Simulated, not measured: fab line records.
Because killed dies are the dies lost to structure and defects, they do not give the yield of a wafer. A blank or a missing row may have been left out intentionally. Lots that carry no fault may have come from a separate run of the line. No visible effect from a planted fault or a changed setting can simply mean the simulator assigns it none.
fab line records -- flow nand_harc
record: lots: 6, wafers: 18, last_day: 33
route steps=1302 shown A_CHANNEL_HOLE_D2@600 A_CHANNEL_FILL_D2@610 END@1302
lots with no fault: from the same line, run without faults
start_h: start of the lot's first displayed wafer, in hours after the record's first day -- wait_h: time in hours since the lot's previous step -- " repeats the value in the row above -- L1.1+2: a row that stands for several wafers -- - no value present, or no start provided -- * or withheld: withheld -- < > ~ a bound
route shown NAME@n: a module of which the file shows steps, and the number in the route of the first -- usual: mean and standard deviation over wafers with no fault -- same: alike in all rows -- chamber/n: place in a boat -- sites: the reading at each site -- _std_site: the values' standard deviation -- _edge_site: inner sites' mean taken away from outer sites' mean -- radius_mm: for every site, how far away it sits from the centre of the wafer -- mask NAME#n: copy n -- behind: the tool/chamber that last shaped the wafer -- hold: the reason the lot was held/the length of the hold in hours/how it ended -- device: names the non-switching transistor (n, p or np) -- end of line: tests of these same wafers at the route's end -- step lacking rows: just its recipe -- killed: not the wafer's yield, but the dies lost to structure and defects at the first sort -- map: a wafer's dies, x killed, . not, _ none there
set.NAME: the setting that was run; set.NAME@STEP: the one run at that earlier step -- model.NAME: the simulator's own value behind a step, which no gauge read
lots at some steps of the route; a table a step, a row a wafer
services: a tool's chamber out of use, with start hour (start_h, from the record's first day; less than 0 if before it), hours out, and reason
== steps ==
step: NHARC_A_CHANNEL_HOLE_D2_STRIP_41
recipe: n2_flow_sccm: 150, h2_flow_sccm: 150, ar_flow_sccm: 0, bias_w: 0, chemistry: N2/H2
step: NHARC_A_CHANNEL_HOLE_D2_STRIP_42
recipe: cf4_flow_sccm: 100, chf3_flow_sccm: 30, ar_flow_sccm: 0, bias_w: 0, chemistry: CF4/CHF3
step: NHARC_A_CHANNEL_HOLE_D2_STRIP_43
recipe: o2_flow_sccm: 400, cos_flow_sccm: 20, ar_flow_sccm: 0, bias_w: 0, chemistry: O2/COS
step: NHARC_A_CHANNEL_HOLE_D2_ETCH_44
recipe: target_depth_a: 1400, overetch_a: 140, time_s: 77, ion_energy_ev: 100, cf4_flow_sccm: 80, o2_flow_sccm: 20, ar_flow_sccm: 0, rf_w: 300, bias_w: 100, chemistry: CF4/O2
usual: cf4_flow_sccm: 80.00/0.24, drypump_motor_current_A: 5.6/0.39, o2_flow_sccm: 20.00/0.062, oes_product_au: 1.002/0.014, rf_vpp_V: 198.0/1.6, showerhead_plenum_p_Torr: 1.34/0.065, throttle_valve_pct: 13.397/0.0085
same: time_s: 77
lot.wafer,tool,chamber,start_h,wait_h,cf4_flow_sccm,drypump_motor_current_A,o2_flow_sccm,oes_product_au,rf_hours_counter_h,rf_vpp_V,showerhead_plenum_p_Torr,throttle_valve_pct
L747.4,rie_diel-08,1,305.34,0.1,79.84,6.1,20.08,1.003,5.8,198.6,1.36,13.397
L747.3,rie_diel-08,2,305.34,0.1,79.84,5.3,20.00,1.013,4.8,198.0,1.35,13.402
L747.6,rie_diel-08,0,305.34,0.1,80.14,6.0,20.07,0.999,-,195.6,1.24,13.387
L748.2,rie_diel-02,2,320.02,0.1,80.14,5.4,20.10,1.008,4.4,198.6,1.30,13.400
L748.4,rie_diel-02,0,320.02,0.1,80.01,6.4,19.95,1.009,4.4,199.8,1.44,13.382
L748.6,rie_diel-02,2,320.02,0.1,80.15,5.4,20.10,1.016,-,197.5,1.30,13.398
L755.4,rie_diel-13,0,400.84,0.1,79.83,5.7,19.99,0.995,5.8,198.7,1.42,13.379
L755.2,rie_diel-13,1,400.84,0.1,79.91,5.8,20.12,0.984,5.1,196.6,1.28,13.401
L755.3,rie_diel-13,2,400.84,0.1,80.01,5.2,20.02,0.991,3.7,200.7,1.43,13.400
L759.1,rie_diel-08,2,438.72,0.1,79.95,5.3,19.98,1.009,3.2,199.1,1.35,13.405
L759.2,rie_diel-08,3,438.72,0.1,80.13,5.7,19.98,0.991,3.7,200.1,1.42,13.403
L759.5,rie_diel-08,2,438.72,0.1,79.82,5.3,20.05,0.988,-,198.0,1.35,13.394
L765.4,rie_diel-02,3,488.15,0.1,79.62,5.4,20.02,0.995,2.9,196.7,1.34,13.392
L765.1,rie_diel-02,1,488.15,0.1,80.24,5.3,20.04,0.998,4.5,194.3,1.26,13.386
L765.5,rie_diel-02,3,488.15,0.1,79.99,5.4,20.03,0.995,-,198.2,1.34,13.390
L768.2,rie_diel-02,0,514.22,0.1,79.40,6.4,20.09,1.013,5.9,200.5,1.43,13.388
L768.1,rie_diel-02,2,514.22,0.1,80.28,5.4,20.03,0.983,6.8,197.3,1.30,13.412
L768.5,rie_diel-02,0,514.22,0.1,79.84,6.4,20.02,1.018,-,200.9,1.43,13.393
step: NHARC_A_CHANNEL_HOLE_D2_STRIP_28
recipe: o2_flow_sccm: 500, ar_flow_sccm: 0, bias_w: 0, chemistry: O2
usual: drypump_motor_current_A: 5.6/0.39, o2_flow_sccm: 499.9/1.6, oes_product_au: 1.000/0.013, rf_vpp_V: 57.8/0.9, showerhead_plenum_p_Torr: 3.56/0.16, throttle_valve_pct: 17.037/0.0098
lot.wafer,tool,chamber,start_h,wait_h,drypump_motor_current_A,o2_flow_sccm,oes_product_au,rf_hours_counter_h,rf_vpp_V,showerhead_plenum_p_Torr,throttle_valve_pct
L747.4,rie_diel-08,0,-,-,6.0,498.8,1.003,6.1,54.9,3.30,17.019
L747.3,rie_diel-08,3,-,-,5.7,497.9,1.010,5.0,58.5,3.74,17.044
L747.6,rie_diel-08,1,-,-,6.1,501.6,1.007,-,59.2,3.58,17.048
L748.4,rie_diel-02,3,-,-,5.4,500.0,1.012,4.6,56.7,3.53,17.036
L748.2,rie_diel-02,0,-,-,6.4,499.5,1.007,4.4,58.5,3.78,17.020
L748.6,rie_diel-02,2,-,-,5.4,500.5,1.012,-,57.3,3.45,17.034
L755.3,rie_diel-13,0,-,-,5.7,497.7,0.979,5.9,56.4,3.74,17.038
L755.2,rie_diel-13,1,-,-,5.8,502.8,0.981,5.1,56.9,3.38,17.049
L755.4,rie_diel-13,2,-,-,5.2,498.6,0.974,3.8,57.9,3.78,17.043
L759.1,rie_diel-08,3,-,-,5.7,500.3,0.990,3.8,59.0,3.74,17.054
L759.2,rie_diel-08,0,-,-,5.9,501.5,1.010,3.5,57.1,3.30,17.044
L759.5,rie_diel-08,2,-,-,5.3,500.9,0.993,-,57.5,3.57,17.049
L765.1,rie_diel-02,1,-,-,5.3,500.6,0.999,4.5,57.4,3.34,17.036
L765.4,rie_diel-02,3,-,-,5.4,497.3,1.003,2.9,55.9,3.53,17.044
L765.5,rie_diel-02,1,-,-,5.3,498.3,0.998,-,56.5,3.34,17.034
L768.2,rie_diel-02,0,-,-,6.4,500.3,1.029,6.0,60.1,3.77,17.053
L768.1,rie_diel-02,1,-,-,5.3,498.5,0.998,6.8,57.0,3.34,17.021
L768.5,rie_diel-02,3,-,-,5.4,499.8,1.001,-,57.8,3.53,17.051
step: NHARC_A_CHANNEL_HOLE_D2_PRECLEAN_29
recipe: time_s: *, temp_c: 50, bath_age_min: 0, chemistry: SC1
step: NHARC_A_CHANNEL_HOLE_D2_SRD_30
step: NHARC_A_CHANNEL_HOLE_D2_CD_MEAS_31
usual: cd_nm: 90.4/2.2
lot.wafer,tool,chamber,start_h,wait_h,cd_nm
L747.3,cd_sem-01,-,306.13,-,91.0
L747.4,cd_sem-01,-,306.13,-,87.7
L747.6,cd_sem-01,-,306.13,-,89.2
L748.2,cd_sem-02,-,320.81,-,94.4
L748.4,cd_sem-02,-,320.81,-,93.1
L748.6,cd_sem-02,-,320.81,-,95.0
L755.2,cd_sem-01,-,401.63,-,90.9
L755.3,cd_sem-01,-,401.63,-,90.4
L755.4,cd_sem-01,-,401.63,-,88.4
L759.1,cd_sem-02,-,439.50,-,89.6
L759.2,cd_sem-02,-,439.50,-,91.7
L759.5,cd_sem-02,-,439.50,-,89.0
L765.1,cd_sem-03,-,488.95,-,89.1
L765.4,cd_sem-03,-,488.95,-,90.2
L765.5,cd_sem-03,-,488.95,-,91.2
L768.1,cd_sem-03,-,515.01,-,89.1
L768.2,cd_sem-03,-,515.01,-,87.9
L768.5,cd_sem-03,-,515.01,-,87.5
step: NHARC_A_CHANNEL_HOLE_D2_XSEM_32
recipe: landing_energy_ev: 35000
usual: bot_cd_nm: 75.0/2.2, bow_nm: 8.7/0.32, tilt_deg: 0.08/0.049
lot.wafer,tool,chamber,start_h,wait_h,bot_cd_nm,bow_nm,tilt_deg
L747.3,xsem-02,0,306.22,0.1,76.4,8.7,0.10
L747.4,xsem-02,0,306.22,0.1,72.8,8.7,0.10
L747.6,xsem-02,0,306.22,0.1,74.6,8.7,0.10
L748.2,xsem-01,0,320.90,0.1,79.2,9.0,0.03
L748.4,xsem-01,0,320.90,0.1,77.3,9.0,0.03
L748.6,xsem-01,0,320.90,0.1,79.8,9.0,0.03
L755.2,xsem-02,0,401.72,0.1,75.3,8.2,0.20
L755.3,xsem-02,0,401.72,0.1,75.4,8.3,0.20
L755.4,xsem-02,0,401.72,0.1,73.4,8.2,0.19
L759.1,xsem-02,0,439.60,0.1,73.5,9.1,-0.01
L759.2,xsem-02,0,439.60,0.1,76.0,9.0,-0.01
L759.5,xsem-02,0,439.60,0.1,73.4,9.0,-0.01
L765.1,xsem-01,0,489.03,0.1,74.8,9.2,0.15
L765.4,xsem-01,0,489.03,0.1,75.4,9.2,0.15
L765.5,xsem-01,0,489.03,0.1,75.8,9.1,0.15
L768.1,xsem-01,0,515.10,0.1,75.1,8.9,0.06
L768.2,xsem-01,0,515.10,0.1,73.8,8.9,0.06
L768.5,xsem-01,0,515.10,0.1,72.9,8.9,0.06
step: NHARC_A_CHANNEL_HOLE_D2_INSPECT_40
usual: raw_defect_count: 276/74
lot.wafer,tool,chamber,start_h,wait_h,raw_defect_count
L747.3,defect_inspect-02,-,306.32,-,523
L747.4,defect_inspect-02,-,306.32,-,221
L747.6,defect_inspect-02,-,306.32,-,502
L748.2,defect_inspect-01,-,320.99,-,300
L748.4,defect_inspect-01,-,320.99,-,364
L748.6,defect_inspect-01,-,320.99,-,304
L755.2,defect_inspect-02,-,401.82,-,245
L755.3,defect_inspect-02,-,401.82,-,233
L755.4,defect_inspect-02,-,401.82,-,248
L759.1,defect_inspect-01,-,439.69,-,270
L759.2,defect_inspect-01,-,439.69,-,243
L759.5,defect_inspect-01,-,439.69,-,215
L765.1,defect_inspect-01,-,489.13,-,223
L765.4,defect_inspect-01,-,489.13,-,171
L765.5,defect_inspect-01,-,489.13,-,257
L768.1,defect_inspect-02,-,515.20,-,272
L768.2,defect_inspect-02,-,515.20,-,363
L768.5,defect_inspect-02,-,515.20,-,337
step: NHARC_A_CHANNEL_FILL_D2_PRECLEAN_00
recipe: time_s: *, temp_c: 50, bath_age_min: 0, chemistry: SC1
step: NHARC_A_CHANNEL_FILL_D2_SRD_01
step: NHARC_A_CHANNEL_FILL_D2_ALD_02
recipe: target_thk_a: 60, pulse_time_s: 10, ald_cycles: 60, temp_c: 300, material: SiO2
usual: heater_power_w: 447/54, precursor_pulse_height_rel: 0.996/0.022, susceptor_temp_C: 299.96/0.21
lot.wafer,tool,chamber,start_h,wait_h,heater_power_w,precursor_pulse_height_rel,since_wet_clean_h,susceptor_temp_C
L747.3,ald_hk-02,0,308.22,-,493,0.958,126,299.74
L747.4,ald_hk-02,1,308.22,-,408,1.019,126,300.05
L747.6,ald_hk-02,2,308.22,-,515,1.020,-,300.16
L748.4,ald_hk-04,0,321.19,-,481,0.994,54,300.09
L748.2,ald_hk-04,1,321.19,-,366,0.978,54,299.95
L748.6,ald_hk-04,0,321.19,-,465,0.998,-,300.22
L755.2,ald_hk-02,1,402.01,-,388,1.018,41,290.66
L755.4,ald_hk-02,2,402.01,-,498,0.949,42,291.15
L755.3,ald_hk-02,0,402.01,-,476,0.982,42,290.71
L759.1,ald_hk-02,0,440.03,-,465,1.045,79,290.44
L759.2,ald_hk-02,1,440.03,-,393,0.983,80,290.73
L759.5,ald_hk-02,3,440.03,-,479,0.986,-,290.83
L765.1,ald_hk-04,0,489.70,-,460,0.977,45,300.11
L765.4,ald_hk-04,2,489.70,-,406,0.976,45,300.09
L765.5,ald_hk-04,0,489.70,-,456,1.036,-,299.69
L768.1,ald_hk-04,1,515.46,-,376,1.005,70,299.70
L768.2,ald_hk-04,3,515.46,-,457,0.965,70,299.95
L768.5,ald_hk-04,1,515.46,-,372,0.980,-,299.78
step: NHARC_A_CHANNEL_FILL_D2_ALD_03
recipe: target_thk_a: 60, pulse_time_s: 60, ald_cycles: 58, temp_c: 630, pressure_torr: 2, material: SiNx
usual: precursor_pulse_height_rel: 0.999/0.018, susceptor_temp_C: 630.02/0.25
lot.wafer,tool,chamber,start_h,wait_h,precursor_pulse_height_rel,susceptor_temp_C
L747.3,ald_sin_batch-02,0,-,-,0.964,630.29
L747.4,ald_sin_batch-02,0,-,-,1.009,630.06
L747.6,ald_sin_batch-02,0,-,-,1.016,630.10
L748.2,ald_sin_batch-01,0,-,-,0.976,630.03
L748.4,ald_sin_batch-01,0,-,-,0.990,630.50
L748.6,ald_sin_batch-01,0,-,-,0.977,629.95
L755.2,ald_sin_batch-02,0,-,-,1.016,630.08
L755.3,ald_sin_batch-02,0,-,-,1.009,629.87
L755.4,ald_sin_batch-02,0,-,-,1.015,630.41
L759.1,ald_sin_batch-03,0,-,-,0.992,-
L759.2,ald_sin_batch-03,0,-,-,1.026,-
L759.5,ald_sin_batch-03,0,-,-,0.975,-
L765.1,ald_sin_batch-01,0,-,-,0.976,630.06
L765.4,ald_sin_batch-01,0,-,-,1.015,629.83
L765.5,ald_sin_batch-01,0,-,-,1.014,630.23
L768.1,ald_sin_batch-02,0,-,-,0.988,-
L768.2,ald_sin_batch-02,0,-,-,1.004,-
L768.5,ald_sin_batch-02,0,-,-,1.015,-
step: NHARC_END_SORT_01
recipe: temp_c: 25
usual: killed_at_array: 52/17, killed_at_other: 1.2/1.4, killed_at_periphery: 4.7/2.9, killed_dies: 58/17, killed_open: 3.2/1.9, killed_short: 2.4/1.4
same: gross_dies: 677
lot.wafer,tool,chamber,start_h,wait_h,killed_at_array,killed_at_other,killed_at_periphery,killed_dies,killed_open,killed_short
L747.3,prober-01,0,572.12,3.1,53,0,4,57,5,5
L747.4,prober-01,0,572.92,3.4,30,0,6,36,3,3
L747.6,prober-01,0,574.53,4.0,44,0,4,48,6,2
L748.2,prober-02,0,577.57,2.8,53,0,10,63,4,3
L748.4,prober-02,0,579.18,3.4,55,3,4,62,3,3
L748.6,prober-02,0,580.79,4.0,44,1,3,48,4,2
L755.2,prober-02,0,661.52,2.8,76,7,7,90,1,3
L755.3,prober-02,0,662.32,3.1,94,3,5,102,6,2
L755.4,prober-02,0,663.12,3.4,68,1,8,77,3,2
L759.1,prober-01,0,705.82,2.5,78,0,2,80,1,3
L759.2,prober-01,0,706.62,2.8,62,0,0,62,4,2
L759.5,prober-01,0,709.01,3.7,46,0,4,50,4,0
killed by level:class
L747.3 A_CHANNEL_HOLE_D2:chamber_film_flake=29 A_SGD_CUT:chamber_film_flake=6 A_CHANNEL_HOLE_D1:chamber_film_flake=5 A_STAIRCASE:chamber_film_flake=3 P_CONTACT:geometric_particle:open=1 P_CONTACT:geometric_particle:short=1 P_M0:geometric_particle:open=1 A_ONON_D1:geometric_particle:open=1
L747.4 A_CHANNEL_HOLE_D2:chamber_film_flake=15 A_SGD_CUT:chamber_film_flake=5 A_CHANNEL_FILL_D2:geometric_particle:open=2 P_ZERO_WELL:chamber_film_flake=2 P_BONDPAD:chamber_film_flake=2 A_CHANNEL_FILL_D1:chamber_film_flake=2 A_STAIRCASE:chamber_film_flake=2 P_CONTACT:geometric_particle:short=1
L747.6 A_CHANNEL_HOLE_D2:chamber_film_flake=27 A_SGD_CUT:chamber_film_flake=5 A_ONON_D2:geometric_particle:open=2 A_CONTACT:geometric_particle:open=2 P_M0:geometric_particle:short=1 A_ONON_D2:geometric_particle:short=1 A_CHANNEL_HOLE_D2:geometric_particle:open=1 A_WL_FILL:geometric_particle:open=1
L748.2 A_CHANNEL_HOLE_D1:chamber_film_flake=22 A_CHANNEL_HOLE_D2:chamber_film_flake=19 P_CONTACT:chamber_film_flake=5 P_GATE:chamber_film_flake=3 A_ZERO_WELL:chamber_film_flake=2 A_WL_FILL:chamber_film_flake=2 P_M0:geometric_particle:open=1 A_ONON_D1:geometric_particle:open=1
L748.4 A_CHANNEL_HOLE_D1:chamber_film_flake=29 A_CHANNEL_HOLE_D2:chamber_film_flake=18 A_WL_FILL:chamber_film_flake=3 P_CONTACT:chamber_film_flake=2 THIN_TSV:chamber_film_flake=2 P_M0:geometric_particle:short=1 A_CHANNEL_FILL_D1:geometric_particle:short=1 A_CHANNEL_FILL_D2:geometric_particle:open=1
L748.6 A_CHANNEL_HOLE_D2:chamber_film_flake=22 A_CHANNEL_HOLE_D1:chamber_film_flake=11 A_CONTACT:chamber_film_flake=3 A_ZERO_WELL:chamber_film_flake=2 P_STI:geometric_particle:short=1 A_SOURCE_PLATE:geometric_particle:open=1 A_ONON_D1:geometric_particle:open=1 A_WL_FILL:geometric_particle:short=1
L755.2 A_CHANNEL_HOLE_D1:chamber_film_flake=34 A_SLIT:chamber_film_flake=23 THIN_TSV:chamber_film_flake=7 A_CHANNEL_HOLE_D2:chamber_film_flake=6 A_CONTACT:chamber_film_flake=5 A_BLC:chamber_film_flake=4 P_GATE:chamber_film_flake=3 P_STI:geometric_particle:short=1
L755.3 A_SLIT:chamber_film_flake=32 A_CHANNEL_HOLE_D1:chamber_film_flake=30 A_CHANNEL_HOLE_D2:chamber_film_flake=13 A_CONTACT:chamber_film_flake=7 P_GATE:chamber_film_flake=3 THIN_TSV:chamber_film_flake=3 A_STAIRCASE:chamber_film_flake=2 P_CONTACT:geometric_particle:open=1
L755.4 A_CHANNEL_HOLE_D2:chamber_film_flake=21 A_SLIT:chamber_film_flake=21 A_CHANNEL_HOLE_D1:chamber_film_flake=11 P_GATE:chamber_film_flake=4 A_CONTACT:chamber_film_flake=4 A_CHANNEL_FILL_D1:geometric_particle:short=2 A_CHANNEL_HOLE_D2:geometric_particle:open=2 P_STI:chamber_film_flake=2
L759.1 A_CHANNEL_HOLE_D2:chamber_film_flake=29 A_CHANNEL_HOLE_D1:chamber_film_flake=21 A_CONTACT:chamber_film_flake=9 A_M1:chamber_film_flake=7 A_SLIT:chamber_film_flake=5 A_STAIRCASE:chamber_film_flake=3 P_M1:geometric_particle:short=1 A_DECK1_JOINT:geometric_particle:short=1
L759.2 A_CHANNEL_HOLE_D1:chamber_film_flake=27 A_CHANNEL_HOLE_D2:chamber_film_flake=18 A_CONTACT:chamber_film_flake=4 A_STAIRCASE:chamber_film_flake=3 A_CHANNEL_FILL_D2:geometric_particle:open=1 A_CHANNEL_FILL_D2:geometric_particle:short=1 A_WL_FILL:geometric_particle:open=1 A_BLC:geometric_particle:open=1
L759.5 A_CHANNEL_HOLE_D1:chamber_film_flake=15 A_CHANNEL_HOLE_D2:chamber_film_flake=11 A_CONTACT:chamber_film_flake=8 P_M0:geometric_particle:open=3 A_SLIT:chamber_film_flake=3 A_M1:chamber_film_flake=3 A_WL_FILL:geometric_particle:open=1 P_ZERO_WELL:chamber_film_flake=1
== services ==
tool,chamber,start_h,hours,kind
rie_diel-13,3,298.39,30.6,repair
rie_diel-02,0,299.24,-,clean
rie_diel-02,1,299.24,-,clean
rie_diel-02,2,299.24,-,clean
rie_diel-02,3,309.74,1.7,repair
rie_diel-08,0,310.99,14.5,repair
rie_diel-13,-,342.00,9.0,pm
ald_hk-02,-,350.68,10.0,pm
rie_diel-02,2,361.85,3.5,repair
rie_diel-08,-,367.80,9.0,pm
xsem-01,-,374.00,14.0,pm
rie_diel-13,2,393.21,5.2,repair
rie_diel-02,-,393.74,9.0,pm
rie_diel-08,-,410.45,1.1,repair
rie_diel-13,3,426.04,9.4,repair
rie_diel-13,0,429.99,5.3,repair
rie_diel-02,3,431.70,9.9,repair
ald_hk-04,-,435.25,10.0,pm
rie_diel-02,1,453.64,5.0,repair
rie_diel-08,3,471.08,5.0,repair
rie_diel-08,1,475.54,13.1,repair
ald_hk-04,-,490.93,0.4,repair
rie_diel-02,0,495.73,5.5,repair
ald_sin_batch-01,-,506.00,26.0,pm
== key ==
first_sign: step: NHARC_A_CHANNEL_FILL_D2_ALD_02, reading: susceptor_temp_C, direction: down, sigmas: 43, usual: *, struck: *
effect none on later readings
met_at NHARC_A_CHANNEL_FILL_D2_ALD_02
struck_wafers L755.2,L755.3,L755.4,L759.1,L759.2,L759.5
tester_left_out L755,L759
onset_between 308.22 402.01
fault: kind: process_parameter_drift, tool: ald_hk-02, chamber: -, onset_h: 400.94, steps: NHARC_A_CHANNEL_FILL_D2_ALD_02, channel: temp_c, offset: *, shape: step, end_h: 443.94, acts_in: *, stated: *
tester_left_out: of these lots the tester's yield and bins aren't shown, on N5 and GAA mostly nor the transistor test; their killed dies are dies lost to structure and defects alone, not to doping, threshold or leakage, so they don't give the yield
